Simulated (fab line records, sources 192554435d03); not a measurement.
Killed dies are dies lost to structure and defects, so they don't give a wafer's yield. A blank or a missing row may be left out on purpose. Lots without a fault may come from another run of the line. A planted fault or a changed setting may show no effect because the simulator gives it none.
fab line records | flow n5_finfet
record lots=4 wafers=12 last_day=16
route steps=1938 shown BEOL_M8@1377 BEOL_M9@1401 PASSIVATION@1936
lots that met no fault: from a run of the same line without faults
start_h: hours from the record's first day to the start of the lot's first wafer shown | wait_h: hours since the lot's step before | " the same as in the row above | L1.1+2: a row that stands for several wafers | - no value, or no start given | * or withheld: withheld | < > ~ a bound
route shown NAME@n: a module of which the file shows steps, and the number in the route of the first | usual: mean/standard deviation of fault-free wafers | same: alike in all rows | chamber/n: place in a boat | sites: the reading at each site | _std_site: their standard deviation | _edge_site: outer sites' mean less inner sites' | radius_mm: how far each site lies from the wafer's centre | mask NAME#n: copy n | behind: the tool/chamber that last shaped the wafer | hold: why the lot was held/for how many hours/how that ended | device: the transistor (n, p or np) that didn't switch | end of line: the same wafers' tests at the end of the route | a step without rows: its recipe alone | killed: dies lost to structure and defects at the first sort, not the wafer's yield | map: a wafer's dies, x killed, . not, _ none there
set.NAME: the setting as run; set.NAME@STEP: as run at that earlier step | model.NAME: the simulator's own value behind a step, which no gauge read
lots at some steps of the route; a table a step, a row a wafer
services: from which hour (start_h, from the record's first day; less than 0 if before it) a tool's chamber was out of use, for how many hours, and why
## steps
# step N5_BEOL_M8_TRENCH_ETCH_37
# recipe chemistry=C4F6/O2 target_depth_a=934.78 target=SiCOH_lowk time_s=31.2 ion_energy_ev=250 pressure_mtorr=30 source_w=345 bias_w=185 Ar_flow_sccm=300 C4F6_flow_sccm=10 O2_flow_sccm=10
# step N5_BEOL_M8_ETCH_41
# recipe chemistry=CH3F/O2 target=SiCN target_depth_a=319 taper_deg=2 time_s=57.8 ion_energy_ev=120 mask_material=TiN pressure_mtorr=30 source_w=395 bias_w=75 Ar_flow_sccm=150 CH3F_flow_sccm=30 O2_flow_sccm=20
# step N5_BEOL_M8_STRIP_80
# recipe chemistry=N2/H2 time_s=10 power_w=450 temp_c=40 pressure_mtorr=20 rf_frequency_hz=6e+07 bias_power_w=7 n2_flow_sccm=200 h2_flow_sccm=200
# step N5_BEOL_M8_HM_STRIP_39
# recipe chemistry=peroxide_tin_strip material=TiN target_depth_a=250 temp_c=50 time_s=158
# step N5_BEOL_M8_SRD_40
# recipe time_s=30 temp_c=23 rinse_liquid=diw dry=ipa_marangoni
# step N5_BEOL_M8_PRECLEAN_42
# recipe chemistry=residue_remover time_s=60 temp_c=40
# step N5_BEOL_M8_SRD_43
# recipe time_s=30 temp_c=23 rinse_liquid=diw dry=ipa_marangoni
# step N5_BEOL_M8_CURE_75
# recipe temp_c=370 time_s=120 ambient=DMADMS/He material=SiCOH_lowk
# step N5_BEOL_M8_DEGAS_44
# recipe ambient=vacuum temp_c=250 time_s=60
# step N5_BEOL_M8_PRE_CLEAN_45
# recipe gas=H2/He time_s=30 temp_c=250
# step N5_BEOL_M8_ALD_77
# recipe material=TaN target_thk_a=20 temp_c=275 ald_precursor_family=PDMAT ald_co_reactant=NH3 pressure_torr=3 carrier_flow_sccm=1500 pulse_time_s=2 purge_time_s=3 co_reactant_purge_time_s=2 co_reactant_pulse_time_s=3 ald_cycles=40 precursor_vessel_temp_c=75 precursor_vessel_pressure_torr=26.25 precursor_vessel_carrier_sccm=1000
# usual heater_power_w=426/48
# columns lot.wafer tool chamber start_h wait_h heater_power_w since_wet_clean_h
L931.1 ald_metal-01 2 214.89 0.3 478 4493
L931.2 " 3 " " 417 4493
L931.5 " 3 " " 426 -
L935.1 ald_metal-04 2 253.35 0.1 390 1455
L935.4 " 1 " " 442 1455
L935.5 " 1 " " 439 -
L940.2 ald_metal-04 0 270.08 0.0 388 1471
L940.3 " 3 " " 516 1471
L940.5 " 0 " " 397 -
L945.2 ald_metal-04 1 312.05 0.0 443 1513
L945.3 " 2 " " 391 1513
L945.6 " 0 " " 391 -
# step N5_BEOL_M8_SURFACE_TREAT_79
# recipe gas=Ar time_s=* ion_energy_ev=* ion_current_ma_cm2=0.5 pressure_mtorr=* ar_flow_sccm=30
# step N5_BEOL_M8_CVD_78
# recipe material=Co target_thk_a=20 temp_c=withheld precursor=CCTBA/H2 pressure_torr=30 time_s=142.3
# step N5_BEOL_M8_SPUTTER_48
# recipe material=Cu target_thk_a=100 temp_c=-20 bias_v=60 power_w=26000 chamber_pressure_pa=0.13 time_s=1.667
# step N5_BEOL_M8_ECD_50
# recipe material=Cu target_thk_a=3000
# step N5_BEOL_M8_ANNEAL_51
# recipe temp_c=225 time_s=90 ambient=N2
# step N5_BEOL_M8_CMP_52
# recipe stop_on=SiCOH_lowk t_overpolish_s=6.9 down_force_psi=1 platen_rpm=50 clearing_platen_down_force_psi=1.5 clearing_platen_rpm=50 post_cmp_clean=cu_alkaline target_thk_nm=80 clearing_platen_pad_velocity_m_s=0.99484 pad_velocity_m_s=0.99484
# step N5_BEOL_M8_PRE_CLEAN_55
# recipe gas=NH3 time_s=15 temp_c=withheld rf_power_w=300
# step N5_BEOL_M8_DEP_56
# recipe material=SiCN target_thk_a=100 temp_c=withheld precursor=3MS/NH3 pressure_torr=3 rf_w=202 time_s=17.5
# step N5_BEOL_M9_ILD_DEP_00
# recipe material=SiCOH_lowk target_thk_a=3085.1 temp_c=300 precursor=DEMS/porogen pressure_torr=5 rf_w=500 time_s=58
# step N5_BEOL_M9_CURE_71
# recipe temp_c=385 time_s=240 ambient=He/Ar material=SiCOH_lowk
# step N5_BEOL_M9_PECVD_70
# recipe material=SiO2 target_thk_a=200 temp_c=400 precursor=TEOS/O2 pressure_torr=5.5 rf_w=450 teos_flow_sccm=53.8 gas=O2 flow_sccm=3000 time_s=22.7
# step N5_BEOL_M9_HM_DEP_02
# recipe material=TiN target_thk_a=200 temp_c=25 chamber_pressure_pa=0.49996
# step N5_BEOL_M9_COAT_59
# recipe resist=SOC temp_c=250 time_s=60 spin_rpm=1500 resist_thk_nm=100
# step N5_BEOL_M9_COAT_60
# recipe resist=SiARC temp_c=220 time_s=60 spin_rpm=1500 resist_thk_nm=30
# step N5_BEOL_M9_COAT_05
# recipe resist=CAR-ArF spin_rpm=1500 resist_thk_nm=90
# step N5_BEOL_M9_EBR_07
# recipe solvent=PGMEA ebr_width_mm=1.5
# step N5_BEOL_M9_SOFTBAKE_06
# recipe temp_c=110 time_s=60 resist=CAR-ArF
# step N5_BEOL_M9_EXPOSE_08
# recipe mask_id=M9 na=1.35 source_shape=dipole sigma_inner=0.411 sigma_outer=0.611 polarization=te dose_mj=53.75
# step N5_BEOL_M9_PEB_09
# recipe peb_temp_c=withheld peb_time_s=60 resist=CAR-ArF
# step N5_BEOL_M9_DEVELOP_10
# recipe develop_time_s=30 developer=TMAH resist=CAR-ArF rinse_liquid=diw dry=air_spin dev_temp_c=23
# step N5_BEOL_M9_DESCUM_16
# recipe chemistry=O2 time_s=7.9 source_power_w=50 bias_power_w=20 pressure_mtorr=20 rf_frequency_hz=2.712e+07 temp_c=40 resist=CAR-ArF o2_flow_sccm=225
# step N5_BEOL_M9_ETCH_61
# recipe chemistry=CF4 target=SiARC target_depth_a=390 mask_material=CAR-ArF time_s=65 ion_energy_ev=80 pressure_mtorr=40 source_w=545 bias_w=36 Ar_flow_sccm=100 cf4_flow_sccm=100 ends=cleared
# step N5_PASSIVATION_PROBE_49
# usual defect_limited_yield=91.7/1.4 killed_at_M0_to_M3=31/11 killed_at_M4_up=13/4.6 killed_at_contacts=13/6.7 killed_at_front_end=39/9.6 killed_at_other=3.5/2.8 killed_dies=98/16 killed_on_rim=13/4.2 killed_open=64/11 killed_short=33/8.5 sort_bin_5_function=4.9/0.96 sort_bin_6_memory=3.1/0.59 sort_n_pass=1080/23 sort_yield_pct=91.5/1.9
# same gross_dies=1180 killed_at_back_side=0 sort_bin_4_leakage[%]=0 sort_bin_8_speed[%]=0
# columns lot.wafer tool chamber start_h wait_h defect_limited_yield[%] killed_at_M0_to_M3 killed_at_M4_up killed_at_contacts killed_at_front_end killed_at_other killed_dies killed_on_rim killed_open killed_short sort_bin_5_function[%] sort_bin_6_memory[%] sort_n_pass sort_yield_pct[%]
L931.1 prober-02 - 277.72 0.0 91.6 29 9 35 17 9 99 11 63 35 4.2 3.8 1081 91.6
L931.2 prober-02 - 277.77 0.1 94.7 9 6 20 22 5 62 6 39 21 2.5 2.5 1118 94.7
L931.5 prober-02 - 277.92 0.2 90.6 33 10 28 40 0 111 12 83 27 5.3 3.6 1069 90.6
L935.1 prober-01 - 319.15 0.0 90.8 36 11 10 44 8 109 15 73 36 5.3 3.5 1071 90.8
L935.4 prober-01 - 319.30 0.2 91.4 30 7 15 44 5 101 12 65 36 5.3 3.2 1079 91.4
L935.5 prober-01 - 319.35 0.2 93.1 22 8 11 33 8 82 13 59 23 3.6 3.1 1098 93.1
L940.2 prober-02 - 339.34 0.1 81.7 30 147 10 28 1 216 24 63 18 10.4 4.2 964 81.7
L940.3 prober-02 - 339.39 0.1 86.9 31 85 3 31 5 155 31 56 27 8.4 2.5 1025 86.9
L940.5 prober-02 - 339.49 0.2 78.6 43 154 9 42 4 252 37 67 45 13.7 3.8 928 78.6
L945.2 prober-01 - 377.99 0.1 83.3 47 96 26 25 3 197 30 74 38 9.5 4.1 983 83.3
L945.3 prober-01 - 378.04 0.1 79.9 30 166 11 25 5 237 20 56 28 12.7 3.9 943 79.9
L945.6 prober-01 - 378.19 0.3 83.0 18 139 16 23 5 201 20 40 32 9.9 3.2 979 83.0
# killed by level:class
L931.1 MOL_CONTACT_COAG:geometric_particle:open=23 MOL_CONTACT_COAG:geometric_particle:short=12 BEOL_M1:geometric_particle:open=12 STI_FIN_REVEAL:geometric_particle:open=4 BEOL_M1:geometric_particle:short=4 BEOL_M3:geometric_particle:open=4 BEOL_M4:geometric_particle:open=4 PAD_METAL:geometric_particle:short=4
L931.2 MOL_CONTACT_COAG:geometric_particle:open=17 FIN_SAQP:geometric_particle:short=8 FIN_SAQP:geometric_particle:open=4 DUMMY_GATE:geometric_particle:open=4 BEOL_M0_SAQP:geometric_particle:open=3 MOL_CONTACT_COAG:geometric_particle:short=3 PASS1_CAP:geometric_particle:short=3 BEOL_M1:geometric_particle:open=2
L931.5 MOL_CONTACT_COAG:geometric_particle:open=26 STI_FIN_REVEAL:geometric_particle:open=10 BEOL_M0_SAQP:geometric_particle:open=9 BEOL_M2:geometric_particle:open=6 FIN_SAQP:geometric_particle:open=5 BEOL_M0_SAQP:geometric_particle:short=5 BEOL_M1:geometric_particle:open=5 STI_FIN_REVEAL:geometric_particle:short=3
L935.1 BEOL_M1:geometric_particle:open=12 GATE_CUT:geometric_particle:short=9 BEOL_M0:geometric_particle:open=9 FIN_SAQP:geometric_particle:short=7 STI_FIN_REVEAL:geometric_particle:open=7 MOL_CONTACT_COAG:geometric_particle:open=7 GATE_CUT:geometric_particle:open=5 BEOL_M1:geometric_particle:short=5
L935.4 MOL_CONTACT_COAG:geometric_particle:open=13 GATE_CUT:geometric_particle:short=8 STI_FIN_REVEAL:geometric_particle:open=7 DUMMY_GATE:geometric_particle:open=6 BEOL_M3:geometric_particle:open=6 GATE_CUT:geometric_particle:open=5 BEOL_M0:geometric_particle:open=5 BEOL_M1:geometric_particle:short=5
L935.5 MOL_CONTACT_COAG:geometric_particle:open=9 BEOL_M0:geometric_particle:open=5 STI_FIN_REVEAL:geometric_particle:open=5 DUMMY_GATE:geometric_particle:open=5 BEOL_M3:geometric_particle:short=5 BEOL_M4:geometric_particle:open=5 FIN_SAQP:geometric_particle:open=4 GATE_CUT:geometric_particle:open=4
L940.2 BEOL_M8:unspecified=134 BEOL_M0_SAQP:geometric_particle:open=9 FIN_SAQP:geometric_particle:open=8 MOL_CONTACT_COAG:geometric_particle:open=8 BEOL_M4:geometric_particle:open=8 FIN_SAQP:geometric_particle:short=7 BEOL_M1:geometric_particle:open=6 BEOL_M2:geometric_particle:open=6
L940.3 BEOL_M8:unspecified=72 FIN_SAQP:geometric_particle:short=10 BEOL_M3:geometric_particle:open=10 BEOL_M0_SAQP:geometric_particle:open=9 FIN_SAQP:geometric_particle:open=6 STI_FIN_REVEAL:geometric_particle:open=5 BEOL_M4:geometric_particle:short=4 BEOL_M2:geometric_particle:open=4
L940.5 BEOL_M8:unspecified=139 FIN_SAQP:geometric_particle:short=16 BEOL_M0_SAQP:geometric_particle:short=12 FIN_SAQP:geometric_particle:open=10 BEOL_M2:geometric_particle:open=10 BEOL_M0_SAQP:geometric_particle:open=9 MOL_CONTACT_COAG:geometric_particle:open=8 BEOL_M4:geometric_particle:open=7
L945.2 BEOL_M8:unspecified=85 MOL_CONTACT_COAG:geometric_particle:open=23 BEOL_M2:geometric_particle:open=15 BEOL_M0_SAQP:geometric_particle:short=13 BEOL_M0_SAQP:geometric_particle:open=9 FIN_SAQP:geometric_particle:open=6 FIN_SAQP:geometric_particle:short=6 DUMMY_GATE:geometric_particle:open=6
L945.3 BEOL_M8:unspecified=153 BEOL_M2:geometric_particle:open=11 MOL_CONTACT_COAG:geometric_particle:open=9 BEOL_M4:geometric_particle:open=8 FIN_SAQP:geometric_particle:short=5 BEOL_M0_SAQP:geometric_particle:open=5 BEOL_M1:geometric_particle:open=5 STI_FIN_REVEAL:geometric_particle:open=4
L945.6 BEOL_M8:unspecified=129 MOL_CONTACT_COAG:geometric_particle:open=11 DUMMY_GATE:geometric_particle:open=5 MOL_CONTACT_COAG:geometric_particle:short=5 BEOL_M3:geometric_particle:short=5 FIN_SAQP:geometric_particle:short=4 GATE_CUT:geometric_particle:short=4 FIN_SAQP:geometric_particle:open=3
# map L940.5 (x killed, . not)
_________________..x........x________________
______________.................x_____________
___________......................x.__________
__________x.........x..............._________
________.x..............x..x.........._______
_______..x......x..x.........x....x....______
______x..............x............x...xx_____
_____................x...x.....x.........____
____....x....x.x.......x.............x....___
___..........x.....xx...........xx.........__
___................x...............x......x__
__.....................x...x.....xx....x...._
__x..............x.........x..x...........x._
_x...x....................................x.x
_..............x..x......x.x.x...............
_.x...x.........x.......x.......x............
_.x...xx...........x..x..............x....xx.
_...x..x..x........................x.....x.x.
_..x..........x.x...................x..x..x..
_....x..........xx..............x.....x......
_..............x.............................
__..x..........x...................x......x._
__...........xx....x.....x.........x........_
___.........x.xx.xxxx.x.x.................x__
___...x.x.....xx.xxxxxxx..x.....x......x...__
____...x.....xxxxxxxxxx.x.................___
_____..x.xx..xxxxxxxxxxxxx..........x....____
______.....xxxxxxxxxxxxxx....x........x._____
_______..xxxxxxxxxxxxxxxxx....x..xx....______
________..xxxxxxxxxxxxxxx......x...x.._______
__________xxxxxxxxxxxxxxxx.........._________
___________xxxxxxxxxxxxxxx.........__________
______________xxxxxxxxxxx...x..._____________
_________________xxxxxxxx...x________________
# map L945.3 (x killed, . not)
_________________.x..........________________
______________..........x......._____________
___________.......................x__________
__________......x...............x..._________
________...x..x.....................xx_______
_______......x...xx.x........x...x....x______
______x...........x.............x......._____
_____....................................____
____.........x..x...................x.....___
___.............x.x.....x........xx....x...__
___..x.x................x.........x..x..x..__
__......................x..................._
__..x.............................x.x..x...._
_.....x......................x...xxxxxxx.....
_........x...............x....xxxxxxx.x....xx
_x.............x.x.....x....x.xxxxxxxxxxxx.xx
_..........x..x...........x.x.xxxxxxxxxxxxx..
_........x.................xxxxxxxxxxxxxxxxx.
_.........................x..xxxxxxxxxxxxxxx.
_........................xx..xxxxxxxxxxxxxx.x
_...........x.........x....x.xxxxxxxxxxxxxxx.
__..........................xxxxxxxxxxxxxx.._
__...x..............x......x...xxxxxxxxxxxx._
___.......................x...xxxxxxxxxx...__
___x............x........x......x.xx.xx...x__
____..........................x.x..x.x....___
_____.x...........x.x............x.......____
______..................x..........x...._____
_______....................x...........______
________x....x...x..........x.....x..._______
__________.....................x...._________
___________.........x.x............__________
______________...............x.._____________
_________________.x..x.....x.________________
## services
# columns tool chamber start_h hours kind
ald_metal-04 - 214.73 0.4 repair
ald_metal-04 - 220.14 1.1 repair
ald_metal-01 3 296.75 5.8 repair
ald_metal-01 - 297.32 14.6 pm
## key
first_sign step=N5_PASSIVATION_PROBE_49 reading=killed_at_M4_up direction=up sigmas=26 usual=13 struck=131
effect step=N5_PASSIVATION_PROBE_49 reading=killed_dies direction=up sigmas=6.9 usual=98 struck=210
more_kills_born_at N5_BEOL_M8_ALD_77@ald_metal-04=712
met_at N5_BEOL_M8_ALD_77
struck_wafers L940.2,L940.3,L940.5,L945.2,L945.3,L945.6
onset_between 253.35 270.08
also_fits time
fault kind=chamber_particle_source tool=ald_metal-04 chamber=- onset_h=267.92 steps=N5_BEOL_M8_ALD_77 rate_per_visit_cm2=1.7782 end_h=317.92
